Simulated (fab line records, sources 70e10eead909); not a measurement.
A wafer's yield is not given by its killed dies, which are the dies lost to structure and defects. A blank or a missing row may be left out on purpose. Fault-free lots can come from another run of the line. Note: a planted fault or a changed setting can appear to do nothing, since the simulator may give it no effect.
Which tool is to blame? || flow nand_harc || 24 lots with 72 wafers sampled at 6 steps, on a route of 1302 steps

WHAT THE GAUGES READ, wafer by wafer
The record holds no reading of a measuring or inspecting step that can be judged against a usual standard deviation.

WHAT TOOL EACH LOT RAN ON (gives the tool, then ch and the chambers of the sampled wafers, and finally the start)
{"lot": "L074", "NHARC_A_CONTACT_DEP_57": "acl_dep-01 ch 0, day 21 11:29", "NHARC_A_CONTACT_ETCH_124": "har_cap_etch-02 ch 0,1, day 21 16:10", "NHARC_A_CONTACT_ETCH_125": "har_cap_etch-02 ch 0,1, day 21 16:21", "NHARC_A_CONTACT_ETCH_127": "har_cap_etch-02 ch 0,1, day 21 16:42", "NHARC_A_CONTACT_ETCH_129": "har_cap_etch-02 ch 0,1, day 21 17:04", "NHARC_A_CONTACT_DEP_85": "pecvd-02 ch 0,2, day 21 22:00"}
{"lot": "L075", "NHARC_A_CONTACT_DEP_57": "acl_dep-03 ch 0, day 21 22:22", "NHARC_A_CONTACT_ETCH_124": "har_cap_etch-03 ch 0,1, day 22 04:07", "NHARC_A_CONTACT_ETCH_125": "har_cap_etch-03 ch 0,1, day 22 04:19", "NHARC_A_CONTACT_ETCH_127": "har_cap_etch-03 ch 0,1, day 22 04:40", "NHARC_A_CONTACT_ETCH_129": "har_cap_etch-03 ch 0,1, day 22 05:01", "NHARC_A_CONTACT_DEP_85": "pecvd-02 ch 1,2, day 22 10:46"}
{"lot": "L076", "NHARC_A_CONTACT_DEP_57": "acl_dep-02 ch 0, day 22 07:40", "NHARC_A_CONTACT_ETCH_124": "har_cap_etch-02 ch 0,1, day 22 13:19", "NHARC_A_CONTACT_ETCH_125": "har_cap_etch-02 ch 0,1, day 22 13:30", "NHARC_A_CONTACT_ETCH_127": "har_cap_etch-02 ch 0,1, day 22 13:52", "NHARC_A_CONTACT_ETCH_129": "har_cap_etch-02 ch 0,1, day 22 14:13", "NHARC_A_CONTACT_DEP_85": "pecvd-04 ch 0,1, day 22 19:31"}
{"lot": "L077", "NHARC_A_CONTACT_DEP_57": "acl_dep-02 ch 0, day 22 13:18", "NHARC_A_CONTACT_ETCH_124": "har_cap_etch-03 ch 1, day 22 18:19", "NHARC_A_CONTACT_ETCH_125": "har_cap_etch-03 ch 1, day 22 18:31", "NHARC_A_CONTACT_ETCH_127": "har_cap_etch-03 ch 1, day 22 18:52", "NHARC_A_CONTACT_ETCH_129": "har_cap_etch-03 ch 1, day 22 19:13", "NHARC_A_CONTACT_DEP_85": "pecvd-03 ch 0,2, day 23 00:17"}
{"lot": "L078", "NHARC_A_CONTACT_DEP_57": "acl_dep-01 ch 0, day 22 15:04", "NHARC_A_CONTACT_ETCH_124": "har_cap_etch-01 ch 0,1, day 22 20:16", "NHARC_A_CONTACT_ETCH_125": "har_cap_etch-01 ch 0,1, day 22 20:28", "NHARC_A_CONTACT_ETCH_127": "har_cap_etch-01 ch 0,1, day 22 20:49", "NHARC_A_CONTACT_ETCH_129": "har_cap_etch-01 ch 0,1, day 22 21:10", "NHARC_A_CONTACT_DEP_85": "pecvd-03 ch 0,2, day 23 01:34"}
{"lot": "L079", "NHARC_A_CONTACT_DEP_57": "acl_dep-03 ch 0, day 23 14:05", "NHARC_A_CONTACT_ETCH_124": "har_cap_etch-03 ch 0,1, day 23 19:49", "NHARC_A_CONTACT_ETCH_125": "har_cap_etch-03 ch 0,1, day 23 20:01", "NHARC_A_CONTACT_ETCH_127": "har_cap_etch-03 ch 0,1, day 23 20:22", "NHARC_A_CONTACT_ETCH_129": "har_cap_etch-03 ch 0,1, day 23 20:43", "NHARC_A_CONTACT_DEP_85": "pecvd-02 ch 0,1,2, day 24 03:37"}
{"lot": "L081", "NHARC_A_CONTACT_DEP_57": "acl_dep-03 ch 0, day 24 13:13", "NHARC_A_CONTACT_ETCH_124": "har_cap_etch-01 ch 0,1, day 24 17:13", "NHARC_A_CONTACT_ETCH_125": "har_cap_etch-01 ch 0,1, day 24 17:24", "NHARC_A_CONTACT_ETCH_127": "har_cap_etch-01 ch 0,1, day 24 17:46", "NHARC_A_CONTACT_ETCH_129": "har_cap_etch-01 ch 0,1, day 24 18:07", "NHARC_A_CONTACT_DEP_85": "pecvd-04 ch 0,1,2, day 24 22:40"}
{"lot": "L080", "NHARC_A_CONTACT_DEP_57": "acl_dep-02 ch 0, day 24 13:22", "NHARC_A_CONTACT_ETCH_124": "har_cap_etch-03 ch 0,1, day 24 18:35", "NHARC_A_CONTACT_ETCH_125": "har_cap_etch-03 ch 0,1, day 24 18:47", "NHARC_A_CONTACT_ETCH_127": "har_cap_etch-03 ch 0,1, day 24 19:08", "NHARC_A_CONTACT_ETCH_129": "har_cap_etch-03 ch 0,1, day 24 19:29", "NHARC_A_CONTACT_DEP_85": "pecvd-04 ch 1,2, day 25 00:04"}
{"lot": "L082", "NHARC_A_CONTACT_DEP_57": "acl_dep-02 ch 0, day 25 03:30", "NHARC_A_CONTACT_ETCH_124": "har_cap_etch-02 ch 0,1, day 25 08:39", "NHARC_A_CONTACT_ETCH_125": "har_cap_etch-02 ch 0,1, day 25 08:55", "NHARC_A_CONTACT_ETCH_127": "har_cap_etch-02 ch 0,1, day 25 09:23", "NHARC_A_CONTACT_ETCH_129": "har_cap_etch-02 ch 0,1, day 25 09:51", "NHARC_A_CONTACT_DEP_85": "pecvd-03 ch 0,1, day 25 14:50"}
{"lot": "L084", "NHARC_A_CONTACT_DEP_57": "acl_dep-02 ch 0, day 25 20:17", "NHARC_A_CONTACT_ETCH_124": "har_cap_etch-02 ch 0,1, day 26 01:26", "NHARC_A_CONTACT_ETCH_125": "har_cap_etch-02 ch 0,1, day 26 01:38", "NHARC_A_CONTACT_ETCH_127": "har_cap_etch-02 ch 0,1, day 26 01:59", "NHARC_A_CONTACT_ETCH_129": "har_cap_etch-02 ch 0,1, day 26 02:20", "NHARC_A_CONTACT_DEP_85": "pecvd-04 ch 1,2, day 26 09:50"}
{"lot": "L083", "NHARC_A_CONTACT_DEP_57": "acl_dep-03 ch 0, day 26 00:43", "NHARC_A_CONTACT_ETCH_124": "har_cap_etch-02 ch 0,1, day 26 06:20", "NHARC_A_CONTACT_ETCH_125": "har_cap_etch-02 ch 0,1, day 26 06:32", "NHARC_A_CONTACT_ETCH_127": "har_cap_etch-02 ch 0,1, day 26 06:53", "NHARC_A_CONTACT_ETCH_129": "har_cap_etch-02 ch 0,1, day 26 07:14", "NHARC_A_CONTACT_DEP_85": "pecvd-02 ch 0,2, day 26 16:41"}
{"lot": "L085", "NHARC_A_CONTACT_DEP_57": "acl_dep-02 ch 0, day 26 02:40", "NHARC_A_CONTACT_ETCH_124": "har_cap_etch-03 ch 1, day 26 08:17", "NHARC_A_CONTACT_ETCH_125": "har_cap_etch-03 ch 1, day 26 08:29", "NHARC_A_CONTACT_ETCH_127": "har_cap_etch-03 ch 1, day 26 08:50", "NHARC_A_CONTACT_ETCH_129": "har_cap_etch-03 ch 1, day 26 09:12", "NHARC_A_CONTACT_DEP_85": "pecvd-02 ch 0,1,2, day 26 18:23"}
{"lot": "L087", "NHARC_A_CONTACT_DEP_57": "acl_dep-01 ch 0, day 26 11:43", "NHARC_A_CONTACT_ETCH_124": "har_cap_etch-02 ch 0,1, day 26 17:17", "NHARC_A_CONTACT_ETCH_125": "har_cap_etch-02 ch 0,1, day 26 17:28", "NHARC_A_CONTACT_ETCH_127": "har_cap_etch-02 ch 0,1, day 26 17:50", "NHARC_A_CONTACT_ETCH_129": "har_cap_etch-02 ch 0,1, day 26 18:11", "NHARC_A_CONTACT_DEP_85": "pecvd-02 ch 0,1, day 27 00:27"}
{"lot": "L086", "NHARC_A_CONTACT_DEP_57": "acl_dep-03 ch 0, day 26 13:57", "NHARC_A_CONTACT_ETCH_124": "har_cap_etch-01 ch 0,1, day 26 19:56", "NHARC_A_CONTACT_ETCH_125": "har_cap_etch-01 ch 0,1, day 26 20:07", "NHARC_A_CONTACT_ETCH_127": "har_cap_etch-01 ch 0,1, day 26 20:29", "NHARC_A_CONTACT_ETCH_129": "har_cap_etch-01 ch 0,1, day 26 20:50", "NHARC_A_CONTACT_DEP_85": "pecvd-04 ch 0,1,2, day 27 02:09"}
{"lot": "L089", "NHARC_A_CONTACT_DEP_57": "acl_dep-03 ch 0, day 27 06:52", "NHARC_A_CONTACT_ETCH_124": "har_cap_etch-03 ch 0,1, day 27 12:24", "NHARC_A_CONTACT_ETCH_125": "har_cap_etch-03 ch 0,1, day 27 12:36", "NHARC_A_CONTACT_ETCH_127": "har_cap_etch-03 ch 0,1, day 27 12:57", "NHARC_A_CONTACT_ETCH_129": "har_cap_etch-03 ch 0,1, day 27 13:19", "NHARC_A_CONTACT_DEP_85": "pecvd-02 ch 0,1,2, day 27 18:46"}
{"lot": "L088", "NHARC_A_CONTACT_DEP_57": "acl_dep-03 ch 0, day 27 11:09", "NHARC_A_CONTACT_ETCH_124": "har_cap_etch-02 ch 0,1, day 27 15:52", "NHARC_A_CONTACT_ETCH_125": "har_cap_etch-02 ch 0,1, day 27 16:04", "NHARC_A_CONTACT_ETCH_127": "har_cap_etch-02 ch 0,1, day 27 16:25", "NHARC_A_CONTACT_ETCH_129": "har_cap_etch-02 ch 0,1, day 27 16:46", "NHARC_A_CONTACT_DEP_85": "pecvd-03 ch 1,2, day 27 21:25"}
{"lot": "L090", "NHARC_A_CONTACT_DEP_57": "acl_dep-03 ch 0, day 28 07:50", "NHARC_A_CONTACT_ETCH_124": "har_cap_etch-03 ch 0,1, day 28 13:28", "NHARC_A_CONTACT_ETCH_125": "har_cap_etch-03 ch 0,1, day 28 13:40", "NHARC_A_CONTACT_ETCH_127": "har_cap_etch-03 ch 0,1, day 28 14:01", "NHARC_A_CONTACT_ETCH_129": "har_cap_etch-03 ch 0,1, day 28 14:22", "NHARC_A_CONTACT_DEP_85": "pecvd-03 ch 0,1, day 28 18:58"}
{"lot": "L091", "NHARC_A_CONTACT_DEP_57": "acl_dep-02 ch 0, day 28 09:28", "NHARC_A_CONTACT_ETCH_124": "har_cap_etch-02 ch 0,1, day 28 15:02", "NHARC_A_CONTACT_ETCH_125": "har_cap_etch-02 ch 0,1, day 28 15:15", "NHARC_A_CONTACT_ETCH_127": "har_cap_etch-02 ch 0,1, day 28 15:36", "NHARC_A_CONTACT_ETCH_129": "har_cap_etch-02 ch 0,1, day 28 15:57", "NHARC_A_CONTACT_DEP_85": "pecvd-02 ch 0,1,2, day 28 20:54"}
{"lot": "L093", "NHARC_A_CONTACT_DEP_57": "acl_dep-03 ch 0, day 29 13:46", "NHARC_A_CONTACT_ETCH_124": "har_cap_etch-02 ch 0,1, day 29 19:48", "NHARC_A_CONTACT_ETCH_125": "har_cap_etch-02 ch 0,1, day 29 19:59", "NHARC_A_CONTACT_ETCH_127": "har_cap_etch-02 ch 0,1, day 29 20:21", "NHARC_A_CONTACT_ETCH_129": "har_cap_etch-02 ch 0,1, day 29 20:43", "NHARC_A_CONTACT_DEP_85": "pecvd-04 ch 0,1,2, day 30 02:58"}
{"lot": "L094", "NHARC_A_CONTACT_DEP_57": "acl_dep-03 ch 0, day 29 18:58", "NHARC_A_CONTACT_ETCH_124": "har_cap_etch-01 ch 0,1, day 29 23:32", "NHARC_A_CONTACT_ETCH_125": "har_cap_etch-01 ch 0,1, day 29 23:44", "NHARC_A_CONTACT_ETCH_127": "har_cap_etch-01 ch 0,1, day 30 00:05", "NHARC_A_CONTACT_ETCH_129": "har_cap_etch-01 ch 0,1, day 30 00:26", "NHARC_A_CONTACT_DEP_85": "pecvd-02 ch 0,1,2, day 30 05:20"}
{"lot": "L092", "NHARC_A_CONTACT_DEP_57": "acl_dep-02 ch 0, day 29 19:45", "NHARC_A_CONTACT_ETCH_124": "har_cap_etch-03 ch 1, day 30 00:58", "NHARC_A_CONTACT_ETCH_125": "har_cap_etch-03 ch 1, day 30 01:14", "NHARC_A_CONTACT_ETCH_127": "har_cap_etch-03 ch 1, day 30 01:43", "NHARC_A_CONTACT_ETCH_129": "har_cap_etch-03 ch 1, day 30 02:11", "NHARC_A_CONTACT_DEP_85": "pecvd-03 ch 0,1,2, day 30 07:10"}
{"lot": "L095", "NHARC_A_CONTACT_DEP_57": "acl_dep-03 ch 0, day 30 09:27", "NHARC_A_CONTACT_ETCH_124": "har_cap_etch-03 ch 0,1, day 30 14:38", "NHARC_A_CONTACT_ETCH_125": "har_cap_etch-03 ch 0,1, day 30 14:54", "NHARC_A_CONTACT_ETCH_127": "har_cap_etch-03 ch 0,1, day 30 15:22", "NHARC_A_CONTACT_ETCH_129": "har_cap_etch-03 ch 0,1, day 30 15:51", "NHARC_A_CONTACT_DEP_85": "pecvd-02 ch 0,1,2, day 30 22:45"}
{"lot": "L096", "NHARC_A_CONTACT_DEP_57": "acl_dep-01 ch 0, day 30 12:35", "NHARC_A_CONTACT_ETCH_124": "har_cap_etch-02 ch 0,1, day 30 18:16", "NHARC_A_CONTACT_ETCH_125": "har_cap_etch-02 ch 0,1, day 30 18:28", "NHARC_A_CONTACT_ETCH_127": "har_cap_etch-02 ch 0,1, day 30 18:49", "NHARC_A_CONTACT_ETCH_129": "har_cap_etch-02 ch 0,1, day 30 19:10", "NHARC_A_CONTACT_DEP_85": "pecvd-02 ch 0,1, day 31 00:11"}
{"lot": "L097", "NHARC_A_CONTACT_DEP_57": "acl_dep-02 ch 0, day 31 01:45", "NHARC_A_CONTACT_ETCH_124": "har_cap_etch-03 ch 0,1, day 31 06:16", "NHARC_A_CONTACT_ETCH_125": "har_cap_etch-03 ch 0,1, day 31 06:31", "NHARC_A_CONTACT_ETCH_127": "har_cap_etch-03 ch 0,1, day 31 06:59", "NHARC_A_CONTACT_ETCH_129": "har_cap_etch-03 ch 0,1, day 31 07:27", "NHARC_A_CONTACT_DEP_85": "pecvd-02 ch 0,1,2, day 31 12:38"}
- NHARC_A_CONTACT_DEP_57: deposits aC, target thk 5300 nm.
- NHARC_A_CONTACT_ETCH_124: etches the open film in C4F8/O2/Ar, time 140 s, target depth 700 nm.
- NHARC_A_CONTACT_ETCH_125: etches the open film in C4F8/O2/Ar, time 197 s, target depth 1918 nm.
- NHARC_A_CONTACT_ETCH_127: etches the open film in C4F8/O2/Ar, time 197 s, target depth 1918 nm.
- NHARC_A_CONTACT_ETCH_129: etches the open film in C4F8/O2/Ar, time 197 s, target depth 1918 nm.
- NHARC_A_CONTACT_DEP_85: deposits SiON, target thk 60 nm.

AS READ BY THE TOOLS THEMSELVES (means over the sampled wafers that have a number; for cases with no such wafer, the mark the record gives instead)
NHARC_A_CONTACT_DEP_57.
{"lot": "L074", "tool": "acl_dep-01", "throttle_valve_pct (%)": 34.992}
{"lot": "L075", "tool": "acl_dep-03", "throttle_valve_pct (%)": 35.001}
{"lot": "L076", "tool": "acl_dep-02", "throttle_valve_pct (%)": 34.996}
{"lot": "L077", "tool": "acl_dep-02", "throttle_valve_pct (%)": 34.999}
{"lot": "L078", "tool": "acl_dep-01", "throttle_valve_pct (%)": 35.001}
{"lot": "L079", "tool": "acl_dep-03", "throttle_valve_pct (%)": 35.002}
{"lot": "L081", "tool": "acl_dep-03", "throttle_valve_pct (%)": 34.999}
{"lot": "L080", "tool": "acl_dep-02", "throttle_valve_pct (%)": 34.998}
{"lot": "L082", "tool": "acl_dep-02", "throttle_valve_pct (%)": 34.997}
{"lot": "L084", "tool": "acl_dep-02", "throttle_valve_pct (%)": 35.010}
{"lot": "L083", "tool": "acl_dep-03", "throttle_valve_pct (%)": 35.001}
{"lot": "L085", "tool": "acl_dep-02", "throttle_valve_pct (%)": 34.995}
{"lot": "L087", "tool": "acl_dep-01", "throttle_valve_pct (%)": 35.002}
{"lot": "L086", "tool": "acl_dep-03", "throttle_valve_pct (%)": 34.995}
{"lot": "L089", "tool": "acl_dep-03", "throttle_valve_pct (%)": 35.005}
{"lot": "L088", "tool": "acl_dep-03", "throttle_valve_pct (%)": 34.992}
{"lot": "L090", "tool": "acl_dep-03", "throttle_valve_pct (%)": 34.997}
{"lot": "L091", "tool": "acl_dep-02", "throttle_valve_pct (%)": 34.996}
{"lot": "L093", "tool": "acl_dep-03", "throttle_valve_pct (%)": 34.999}
{"lot": "L094", "tool": "acl_dep-03", "throttle_valve_pct (%)": 35.000}
{"lot": "L092", "tool": "acl_dep-02", "throttle_valve_pct (%)": 34.994}
{"lot": "L095", "tool": "acl_dep-03", "throttle_valve_pct (%)": 35.005}
{"lot": "L096", "tool": "acl_dep-01", "throttle_valve_pct (%)": 35.005}
{"lot": "L097", "tool": "acl_dep-02", "throttle_valve_pct (%)": 35.005}

NHARC_A_CONTACT_DEP_85.
{"lot": "L074", "tool": "pecvd-02", "heater_power_outer_w (W)": 430, "heater_power_w (W)": 683}
{"lot": "L075", "tool": "pecvd-02", "heater_power_outer_w (W)": 585, "heater_power_w (W)": 865}
{"lot": "L076", "tool": "pecvd-04", "heater_power_outer_w (W)": 452, "heater_power_w (W)": 729}
{"lot": "L077", "tool": "pecvd-03", "heater_power_outer_w (W)": 479, "heater_power_w (W)": 794}
{"lot": "L078", "tool": "pecvd-03", "heater_power_outer_w (W)": 420, "heater_power_w (W)": 715}
{"lot": "L079", "tool": "pecvd-02", "heater_power_outer_w (W)": 464, "heater_power_w (W)": 714}
{"lot": "L081", "tool": "pecvd-04", "heater_power_outer_w (W)": 452, "heater_power_w (W)": 739}
{"lot": "L080", "tool": "pecvd-04", "heater_power_outer_w (W)": 426, "heater_power_w (W)": 716}
{"lot": "L082", "tool": "pecvd-03", "heater_power_outer_w (W)": 498, "heater_power_w (W)": 830}
{"lot": "L084", "tool": "pecvd-04", "heater_power_outer_w (W)": 439, "heater_power_w (W)": 746}
{"lot": "L083", "tool": "pecvd-02", "heater_power_outer_w (W)": 473, "heater_power_w (W)": 739}
{"lot": "L085", "tool": "pecvd-02", "heater_power_outer_w (W)": 500, "heater_power_w (W)": 746}
{"lot": "L087", "tool": "pecvd-02", "heater_power_outer_w (W)": 504, "heater_power_w (W)": 742}
{"lot": "L086", "tool": "pecvd-04", "heater_power_outer_w (W)": 466, "heater_power_w (W)": 770}
{"lot": "L089", "tool": "pecvd-02", "heater_power_outer_w (W)": 450, "heater_power_w (W)": 689}
{"lot": "L088", "tool": "pecvd-03", "heater_power_outer_w (W)": 412, "heater_power_w (W)": 723}
{"lot": "L090", "tool": "pecvd-03", "heater_power_outer_w (W)": 506, "heater_power_w (W)": 858}
{"lot": "L091", "tool": "pecvd-02", "heater_power_outer_w (W)": 504, "heater_power_w (W)": 763}
{"lot": "L093", "tool": "pecvd-04", "heater_power_outer_w (W)": 438, "heater_power_w (W)": 726}
{"lot": "L094", "tool": "pecvd-02", "heater_power_outer_w (W)": 518, "heater_power_w (W)": 767}
{"lot": "L092", "tool": "pecvd-03", "heater_power_outer_w (W)": 477, "heater_power_w (W)": 794}
{"lot": "L095", "tool": "pecvd-02", "heater_power_outer_w (W)": 486, "heater_power_w (W)": 758}
{"lot": "L096", "tool": "pecvd-02", "heater_power_outer_w (W)": 460, "heater_power_w (W)": 696}
{"lot": "L097", "tool": "pecvd-02", "heater_power_outer_w (W)": 485, "heater_power_w (W)": 731}

THE ANSWER, worked out from the rows above alone
Rule: the lots themselves supply what counts as usual. The widest of any qualifying gaps counts: lots, ordered by their means at a reading, are off when they make up no more than a third of the lots, leave a main group of 4 or more, and stand apart from it by 3 or more times the standard deviation of that group's means. A main group is skipped when, at the precision printed for the reading in the tables above, its means are all equal. A lot without any number at a reading at which 4 lots or more have one is off too. Where the step has rows for the other lots, those lots are counted as sound. The gauges are gone through in route order, then the tools' own readings, and for those a lot's mean is taken as printed above. The first step at which some lot is off is used, and at that step the reading that is off furthest; a lot without a number counts as furthest.
Across all readings shown, no lot is off: no conclusion can be drawn from this.

WHAT HAD BEEN PUT IN BY THE SIMULATOR
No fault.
